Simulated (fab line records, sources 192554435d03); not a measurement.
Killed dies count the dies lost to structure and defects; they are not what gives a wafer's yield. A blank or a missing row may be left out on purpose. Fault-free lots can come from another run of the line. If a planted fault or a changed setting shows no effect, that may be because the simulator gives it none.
fab line records	flow n5_finfet
record lots=5	wafers=15	last_day=16
route steps=1938 shown BEOL_M14@1729 PASSIVATION@1936
lots that met no fault: taken from a fault-free run of the same line
start_h: hours from the record's opening day to when the first of the lot's shown wafers began	wait_h: time in hours since the lot's previous step	" repeats the value in the row above	L1.1+2: a row that stands for several wafers	- either no value or no given start	* or withheld: withheld	< > ~ a bound
route shown NAME@n: names a module that has steps shown in the file, with the first one's number in the route	usual: mean and standard deviation over wafers with no fault	same: alike in all rows	chamber/n: place in a boat	sites: per-site readings	_std_site: standard deviation of those values	_edge_site: the outer-site mean with the inner-site mean subtracted	radius_mm: how far each site lies from the wafer's centre	mask NAME#n: copy n	behind: the tool/chamber that last shaped the wafer	hold: the reason the lot was held/the length of the hold in hours/how it ended	device: which transistor (n, p or np) failed to switch	end of line: tests run on the same wafers once the route is complete	a step given without rows: its recipe and nothing more	killed: dies lost to structure and defects at the first sort, not the wafer's yield	map: dies across one wafer; x = killed, . = not, _ = none there
set.NAME: the setting the step ran with; set.NAME@STEP: the setting that earlier step ran with	model.NAME: the simulator's own value behind a step, which no gauge read
lots at some steps of the route; a table a step, a row a wafer
services: from which hour (start_h, from the record's first day; less than 0 if before it) a tool's chamber was out of use, for how many hours, and why
## steps
# step N5_BEOL_M14_DESCUM_15
# recipe chemistry=O2	time_s=7.9	source_power_w=50	bias_power_w=20	pressure_mtorr=20	rf_frequency_hz=2.712e+07	temp_c=40	o2_flow_sccm=225
# step N5_BEOL_M14_ETCH_59
# recipe chemistry=N2/H2	target=BARC	target_depth_a=890	overetch_a=267	time_s=67.9	ion_energy_ev=200	pressure_mtorr=30	source_w=840	bias_w=150	n2_flow_sccm=200	h2_flow_sccm=200
# step N5_BEOL_M14_VIA_ETCH_16
# recipe chemistry=C4F8/O2/Ar	target=SiO2	he_inner_torr=15	he_outer_torr=30	target_depth_a=12313	time_s=withheld	ion_energy_ev=800	pressure_mtorr=20	source_w=1905	bias_w=2040	Ar_flow_sccm=400	C4F8_flow_sccm=16	O2_flow_sccm=12	ends=cleared
# step N5_BEOL_M14_STRIP_63
# recipe chemistry=O2	power_w=600	temp_c=60	pressure_mtorr=30	rf_frequency_hz=6e+07	bias_power_w=0	overash_fraction=0.3	o2_flow_sccm=225
# step N5_BEOL_M14_STRIP_64
# recipe chemistry=O2	power_w=600	temp_c=60	pressure_mtorr=30	rf_frequency_hz=6e+07	bias_power_w=0	overash_fraction=0.3	o2_flow_sccm=225
# step N5_BEOL_M14_STRIP_71
# recipe chemistry=post_etch_residue_remover	time_s=60	temp_c=25	remover_ph=withheld	remover_water_wt_pct=withheld	remover_fluoride_wt_pct=withheld
# step N5_BEOL_M14_SRD_72
# recipe time_s=30	temp_c=23	rinse_liquid=diw	dry=n2_spin	spin_rpm=1500	dry_time_s=30
# step N5_BEOL_M14_COAT_65
# recipe resist=SOC	temp_c=250	time_s=60	spin_rpm=1500	resist_thk_nm=450
# step N5_BEOL_M14_COAT_66
# recipe resist=SiARC	temp_c=220	time_s=60	spin_rpm=1500	resist_thk_nm=110
# usual plate_temp_C=219.99/0.15	spin_speed_rpm=1500.1/0.99
lot.wafer	tool	chamber	start_h	wait_h	plate_temp_C	spin_speed_rpm	model.SiARC_of_BEOL_M14_COAT_66.thk_nm
L358.1	litho_track-04	0	317.94	-	219.69	1689.9	104
L358.3	"	0	"	"	219.81	1691.8	104.4
L358.6	"	0	"	"	220.08	1689.2	104.4
L360.4	litho_track-04	0	318.96	-	219.62	1689.9	103.2
L360.5	"	0	"	"	219.91	1692.0	103.4
L360.6	"	0	"	"	219.76	1690.9	103.6
L359.1	litho_track-04	0	328.38	-	219.88	1689.8	103.8
L359.3	"	0	"	"	219.99	1691.4	104
L359.5	"	0	"	"	219.79	1691.8	103.6
L361.3	litho_track-01	0	333.66	-	220.28	1499.5	110.2
L361.4	"	0	"	"	220.03	1498.8	110
L361.5	"	0	"	"	219.98	1498.8	110.2
L366.1	litho_track-03	0	357.29	-	219.89	1500.4	110.2
L366.4	"	0	"	"	220.07	1497.9	110.8
L366.6	"	0	"	"	220.04	1500.7	110.8
# step N5_BEOL_M14_COAT_22
# recipe spin_rpm=2888	resist_thk_nm=300
# step N5_BEOL_M14_EBR_24
# recipe solvent=PGMEA	ebr_width_mm=1.5
# step N5_BEOL_M14_SOFTBAKE_23
# recipe temp_c=130	time_s=60
# step N5_BEOL_M14_EXPOSE_25
# recipe mask_id=M14	na=0.8	source_shape=annular	sigma_inner=0.5	sigma_outer=0.8	polarization=unpolarized	target_cd_nm=280	dose_mj=26.6
# step N5_BEOL_M14_PEB_26
# recipe peb_temp_c=130	peb_time_s=90
# step N5_BEOL_M14_DEVELOP_27
# recipe develop_time_s=45	rinse_liquid=diw	dry=air_spin	dev_temp_c=21
# step N5_BEOL_M14_HARDBAKE_32
# recipe temp_c=130	time_s=120
# step N5_BEOL_M14_DESCUM_33
# recipe chemistry=O2	time_s=7.9	source_power_w=50	bias_power_w=20	pressure_mtorr=20	rf_frequency_hz=2.712e+07	temp_c=40	o2_flow_sccm=225
# step N5_BEOL_M14_ETCH_67
# recipe chemistry=CF4	target=SiARC	target_depth_a=1430	time_s=238.3	ion_energy_ev=80	pressure_mtorr=40	source_w=545	bias_w=36	Ar_flow_sccm=100	cf4_flow_sccm=100	ends=cleared
# usual bias_w=36.00/0.11	drypump_motor_current_A=5.7/0.45	etch_rf_on_time_s=238/3.8	mfc_ar_sccm=100.01/0.3	oes_product_au=0.70/0.075	rf_vpp_V=184.3/1.1	showerhead_plenum_p_Torr=2.16/0.076	throttle_valve_pct=15.57/0.23
lot.wafer	tool	chamber	start_h	wait_h	bias_w	drypump_motor_current_A	etch_rf_on_time_s	mfc_ar_sccm	oes_product_au	rf_hours_counter_h	rf_vpp_V	showerhead_plenum_p_Torr	throttle_valve_pct	model.etch.depth_nm	model.coat_of_BEOL_M14_COAT_22.thk_nm
L358.1	rie_diel-02	1	318.35	0.0	36.13	6.6	223	100.02	0.65	128	184.7	2.24	15.46	104	216.2
L358.3	"	0	"	"	36.03	6.4	222	100.03	0.61	224	184.1	2.11	15.54	104.4	216
L358.6	"	3	"	"	35.81	5.7	227	99.61	0.77	-	182.1	2.09	15.30	104.3	215.6
L360.4	rie_diel-06	2	319.44	0.1	35.96	5.1	227	100.81	0.58	-	182.5	2.03	16.04	103.3	216
L360.5	"	1	"	"	36.05	5.9	220	100.26	0.74	-	186.0	2.26	15.81	103.3	216.8
L360.6	"	0	"	"	36.19	5.8	226	99.59	0.76	-	182.2	2.09	15.57	103.7	216.6
L359.1	rie_diel-05	2	328.92	0.0	36.01	5.5	227	100.12	0.70	65	186.0	2.26	15.50	103.8	214.6
L359.3	"	0	"	"	35.90	5.9	220	99.96	0.72	75	182.8	2.08	15.29	104	215.8
L359.5	"	2	"	"	36.01	5.5	226	100.48	0.69	-	183.9	2.26	15.51	103.7	216
L361.3	rie_diel-05	0	334.19	0.0	36.14	5.9	237	99.71	0.71	78	184.0	2.08	15.28	110.1	210.4
L361.4	"	2	"	"	35.97	5.5	244	99.83	0.69	-	184.8	2.26	15.53	110	210.8
L361.5	"	1	"	"	36.00	5.2	243	100.05	0.65	-	184.1	2.15	15.92	110.3	210.6
L366.1	rie_diel-02	0	357.83	0.0	36.02	6.3	239	100.16	0.59	242	184.4	2.11	15.57	110.3	212.2
L366.4	"	1	"	"	36.13	6.6	239	100.25	0.63	-	185.2	2.23	15.48	110.7	211.6
L366.6	"	0	"	"	35.85	6.3	240	100.02	0.59	-	185.5	2.11	15.55	110.9	211.6
# step N5_BEOL_M14_ETCH_68
# recipe chemistry=N2/H2	target=SOC	mask_material=SiARC	source_w=3000	bias_w=350	temp_c=40	time_s=450	ion_energy_ev=200	pressure_mtorr=30	n2_flow_sccm=200	h2_flow_sccm=200
# usual bias_w=350.0/1	drypump_motor_current_A=5.7/0.45	oes_product_au=0.82/0.089	rf_vpp_V=524.7/2.6	showerhead_plenum_p_Torr=2.58/0.095	throttle_valve_pct=17.77/0.25
lot.wafer	tool	chamber	start_h	wait_h	bias_w	drypump_motor_current_A	oes_product_au	rf_hours_counter_h	rf_vpp_V	showerhead_plenum_p_Torr	throttle_valve_pct	model.SiARC_of_BEOL_M14_COAT_66.thk_nm
L358.1	rie_diel-02	1	318.50	0.1	350.4	6.6	0.77	128	526.0	2.66	17.60	59.4
L358.3	"	0	"	"	350.9	6.4	0.71	224	524.9	2.51	17.63	59.8
L358.6	"	3	"	"	348.7	5.8	0.90	-	523.4	2.49	17.49	59.4
L360.4	rie_diel-06	2	319.65	0.1	348.8	5.1	0.67	-	519.6	2.40	18.23	59.6
L360.5	"	1	"	"	349.9	5.9	0.86	-	527.7	2.70	18.15	58.8
L360.6	"	0	"	"	348.9	5.9	0.89	-	522.1	2.50	17.87	59.2
L359.1	rie_diel-05	2	329.07	0.1	349.0	5.6	0.81	65	528.4	2.69	17.60	58.2
L359.3	"	0	"	"	351.6	5.9	0.85	75	521.9	2.46	17.51	58.6
L359.5	"	2	"	"	349.7	5.6	0.83	-	527.5	2.69	17.62	58.4
L361.3	rie_diel-05	0	334.34	0.1	349.4	5.9	0.84	78	521.4	2.46	17.49	64.8
L361.4	"	2	"	"	348.2	5.5	0.82	-	527.1	2.69	17.63	64.8
L361.5	"	1	"	"	351.6	5.2	0.77	-	524.9	2.56	18.15	65.6
L366.1	rie_diel-02	0	357.97	0.1	349.3	6.4	0.69	242	523.2	2.50	17.64	66.4
L366.4	"	1	"	"	350.6	6.6	0.75	-	528.4	2.66	17.64	65.8
L366.6	"	0	"	"	350.3	6.4	0.69	-	522.8	2.50	17.64	66.8
# step N5_BEOL_M14_STRIP_69
# recipe chemistry=N2/H2	temp_c=40	n2_flow_sccm=200	h2_flow_sccm=200	rf_frequency_hz=6e+07
# step N5_PASSIVATION_PROBE_49
# usual defect_limited_yield=91.7/1.5	killed_at_M0_to_M3=30/8.6	killed_at_M4_up=12/4.5	killed_at_contacts=13/5.8	killed_at_front_end=38/11	killed_at_other=4/3	killed_dies=97/17	killed_open=63/12	killed_short=32/8.8	sort_bin_5_function=4.8/0.91	sort_bin_6_memory=3.1/0.68	sort_n_pass=1083/17	sort_yield_pct=91.7/1.5
# same gross_dies=1180	killed_at_back_side=0	sort_bin_4_leakage[%]=0	sort_bin_8_speed[%]=0
lot.wafer	tool	chamber	start_h	wait_h	defect_limited_yield[%]	killed_at_M0_to_M3	killed_at_M4_up	killed_at_contacts	killed_at_front_end	killed_at_other	killed_dies	killed_open	killed_short	sort_bin_5_function[%]	sort_bin_6_memory[%]	sort_n_pass	sort_yield_pct[%]
L358.1	prober-01	-	343.85	0.0	88.5	42	8	20	65	1	136	69	67	7.0	4.1	1044	88.5
L358.3	prober-01	-	343.95	0.1	88.6	50	16	19	48	1	134	82	48	6.1	4.7	1046	88.6
L358.6	prober-01	-	344.10	0.3	89.7	40	10	12	54	6	122	78	44	5.5	4.2	1058	89.7
L360.4	prober-02	-	349.54	0.2	90.6	45	16	11	36	3	111	75	34	5.7	3.3	1069	90.6
L360.5	prober-02	-	349.59	0.2	91.6	28	10	11	48	2	99	52	43	5.3	2.4	1081	91.6
L360.6	prober-02	-	349.64	0.3	89.2	39	12	17	54	5	127	82	42	5.7	4.6	1053	89.2
L359.1	prober-02	-	357.00	0.0	91.9	25	8	16	47	0	96	70	26	4.9	3.1	1084	91.9
L359.3	prober-02	-	357.10	0.1	91.5	29	13	16	42	0	100	64	34	4.7	3.2	1080	91.5
L359.5	prober-02	-	357.20	0.2	93.9	23	15	10	24	0	72	48	22	3.9	2.1	1108	93.9
L361.3	prober-02	-	363.53	0.1	94.1	20	13	10	22	5	70	47	22	3.5	2.0	1110	94.1
L361.4	prober-02	-	363.58	0.2	93.5	29	11	9	28	0	77	57	18	3.7	2.8	1103	93.5
L361.5	prober-02	-	363.63	0.2	94.3	23	6	14	21	3	67	53	14	3.5	2.0	1113	94.3
L366.1	prober-01	-	385.34	0.0	89.4	52	15	18	37	3	125	73	52	6.9	3.0	1055	89.4
L366.4	prober-01	-	385.49	0.2	89.5	37	16	16	42	13	124	89	32	6.8	3.5	1056	89.5
L366.6	prober-01	-	385.59	0.3	88.6	36	17	19	58	5	135	98	35	6.0	5.1	1045	88.6
# killed by level:class
L358.1 FIN_SAQP:geometric_particle:short=34 MOL_CONTACT_COAG:geometric_particle:open=16 FIN_SAQP:geometric_particle:open=14 BEOL_M0_SAQP:geometric_particle:short=13 BEOL_M0_SAQP:geometric_particle:open=8 BEOL_M2:geometric_particle:open=7 BEOL_M3:geometric_particle:open=7 ILD0:geometric_particle:open=4
L358.3 MOL_CONTACT_COAG:geometric_particle:open=16 BEOL_M0_SAQP:geometric_particle:short=12 BEOL_M0_SAQP:geometric_particle:open=11 FIN_SAQP:geometric_particle:short=9 BEOL_M3:geometric_particle:open=8 BEOL_M2:geometric_particle:open=7 GATE_CUT:geometric_particle:short=6 FIN_SAQP:geometric_particle:open=5
L358.6 FIN_SAQP:geometric_particle:short=22 BEOL_M0_SAQP:geometric_particle:open=12 BEOL_M0_SAQP:geometric_particle:short=9 MOL_CONTACT_COAG:geometric_particle:open=8 FIN_SAQP:geometric_particle:open=7 BEOL_M2:geometric_particle:open=7 BEOL_M3:geometric_particle:open=5 STARTING-WAFER:geometric_particle:open=5
L360.4 FIN_SAQP:geometric_particle:open=9 MOL_CONTACT_COAG:geometric_particle:open=9 BEOL_M2:geometric_particle:open=9 BEOL_M0_SAQP:geometric_particle:open=8 BEOL_M4:geometric_particle:open=8 BEOL_M1:geometric_particle:open=7 FIN_SAQP:geometric_particle:short=6 STI_FIN_REVEAL:geometric_particle:open=5
L360.5 FIN_SAQP:geometric_particle:short=11 MOL_CONTACT_COAG:geometric_particle:open=10 GATE_CUT:geometric_particle:short=9 STI_FIN_REVEAL:geometric_particle:open=8 BEOL_M0_SAQP:geometric_particle:short=6 BEOL_M3:geometric_particle:open=6 GATE_CUT:geometric_particle:open=4 BEOL_M4:geometric_particle:open=4
L360.6 GATE_CUT:geometric_particle:short=18 BEOL_M2:geometric_particle:open=17 MOL_CONTACT_COAG:geometric_particle:open=14 GATE_CUT:geometric_particle:open=11 BEOL_M4:geometric_particle:open=8 FIN_SAQP:geometric_particle:open=7 BEOL_M0_SAQP:geometric_particle:short=5 FIN_SAQP:geometric_particle:short=4
L359.1 FIN_SAQP:geometric_particle:open=13 MOL_CONTACT_COAG:geometric_particle:open=13 DUMMY_GATE:geometric_particle:open=12 BEOL_M3:geometric_particle:open=10 FIN_SAQP:geometric_particle:short=7 STARTING-WAFER:geometric_particle:short=5 BEOL_M4:geometric_particle:open=4 BEOL_M0:geometric_particle:open=3
L359.3 FIN_SAQP:geometric_particle:open=16 MOL_CONTACT_COAG:geometric_particle:open=11 STI_FIN_REVEAL:geometric_particle:open=9 BEOL_M0:geometric_particle:short=7 BEOL_M0_SAQP:geometric_particle:open=5 MOL_CONTACT_COAG:geometric_particle:short=5 DUMMY_GATE:geometric_particle:open=4 BEOL_M0_SAQP:geometric_particle:short=4
L359.5 MOL_CONTACT_COAG:geometric_particle:open=10 DUMMY_GATE:geometric_particle:open=7 BEOL_M0_SAQP:geometric_particle:short=6 BEOL_M3:geometric_particle:open=5 BEOL_M4:geometric_particle:open=4 BEOL_M4:geometric_particle:short=4 STARTING-WAFER:geometric_particle:open=4 STI_FIN_REVEAL:geometric_particle:open=3
L361.3 MOL_CONTACT_COAG:geometric_particle:open=8 BEOL_M3:geometric_particle:open=7 BEOL_M0_SAQP:geometric_particle:open=6 BEOL_M6:geometric_particle:open=5 FIN_SAQP:geometric_particle:short=4 BEOL_M0_SAQP:geometric_particle:short=4 STARTING-WAFER:geometric_particle:short=4 FIN_SAQP:geometric_particle:open=3
L361.4 MOL_CONTACT_COAG:geometric_particle:open=8 BEOL_M0_SAQP:geometric_particle:open=6 BEOL_M1:geometric_particle:open=6 STARTING-WAFER:geometric_particle:short=6 BEOL_M3:geometric_particle:open=5 BEOL_M6:geometric_particle:open=5 GATE_CUT:geometric_particle:open=4 BEOL_M0_SAQP:geometric_particle:short=4
L361.5 MOL_CONTACT_COAG:geometric_particle:open=12 BEOL_M3:geometric_particle:open=9 STI_FIN_REVEAL:geometric_particle:open=6 BEOL_M0_SAQP:geometric_particle:open=6 FIN_SAQP:geometric_particle:open=4 GATE_CUT:geometric_particle:short=4 BEOL_M2:geometric_particle:open=4 STARTING-WAFER:geometric_particle:open=4
L366.1 MOL_CONTACT_COAG:geometric_particle:open=14 BEOL_M0_SAQP:geometric_particle:open=11 GATE_CUT:geometric_particle:short=9 BEOL_M3:geometric_particle:short=9 STI_FIN_REVEAL:geometric_particle:open=7 DUMMY_GATE:geometric_particle:open=7 BEOL_M0_SAQP:geometric_particle:short=7 BEOL_M3:geometric_particle:open=7
L366.4 FIN_SAQP:geometric_particle:open=13 MOL_CONTACT_COAG:geometric_particle:open=12 STI_FIN_REVEAL:geometric_particle:open=9 BEOL_M1:geometric_particle:open=7 BEOL_M4:geometric_particle:open=7 DUMMY_GATE:geometric_particle:open=6 BEOL_M2:geometric_particle:open=6 BEOL_M3:geometric_particle:open=6
L366.6 FIN_SAQP:geometric_particle:open=15 MOL_CONTACT_COAG:geometric_particle:open=14 BEOL_M2:geometric_particle:open=13 BEOL_M4:geometric_particle:open=12 STI_FIN_REVEAL:geometric_particle:open=11 DUMMY_GATE:geometric_particle:open=8 BEOL_M0_SAQP:geometric_particle:open=7 BEOL_M3:geometric_particle:open=6
## services
tool	chamber	start_h	hours	kind
rie_diel-05	0	304.59	5.7	repair
rie_diel-06	3	310.47	18.0	repair
litho_track-03	-	328.49	-	consumable_replace:filter
rie_diel-05	3	328.62	-	clean
rie_diel-05	3	328.62	-	consumable_replace:focus_ring
rie_diel-05	3	328.62	14.2	scheduled_down
rie_diel-05	3	328.62	14.2	vent_cycle
rie_diel-02	2	339.53	-	clean
rie_diel-02	2	339.53	-	consumable_replace:focus_ring
rie_diel-02	2	339.53	21.4	scheduled_down
rie_diel-02	2	339.53	21.4	vent_cycle
rie_diel-06	2	342.28	-	clean
rie_diel-06	2	342.28	-	consumable_replace:focus_ring
rie_diel-06	2	342.28	-	consumable_replace:showerhead
rie_diel-06	2	342.28	28.4	scheduled_down
rie_diel-06	2	342.28	28.4	vent_cycle
## key
first_sign step=N5_BEOL_M14_COAT_66	reading=spin_speed_rpm	direction=up	sigmas=99+	usual=*	struck=*
effect step=N5_BEOL_M14_ETCH_67	reading=etch_rf_on_time_s	direction=down	sigmas=3.7	usual=*	struck=*
model_effect step=N5_BEOL_M14_COAT_66	value=SiARC_of_BEOL_M14_COAT_66.thk_nm	without=110.2	struck=103.8
model_effect step=N5_BEOL_M14_ETCH_67	value=etch.depth_nm	without=110.2	struck=103.8
model_effect step=N5_BEOL_M14_ETCH_68	value=SiARC_of_BEOL_M14_COAT_66.thk_nm	without=65.44	struck=59.04
met_at N5_BEOL_M14_COAT_66
struck_wafers L358.1,L358.3,L358.6,L359.1,L359.3,L359.5,L360.4,L360.5,L360.6
fault kind=process_parameter_drift	tool=litho_track-04	chamber=-	onset_h=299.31	steps=N5_BEOL_M14_COAT_66	channel=spin_rpm	offset=*	shape=step	end_h=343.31	acts_in=*	stated=*
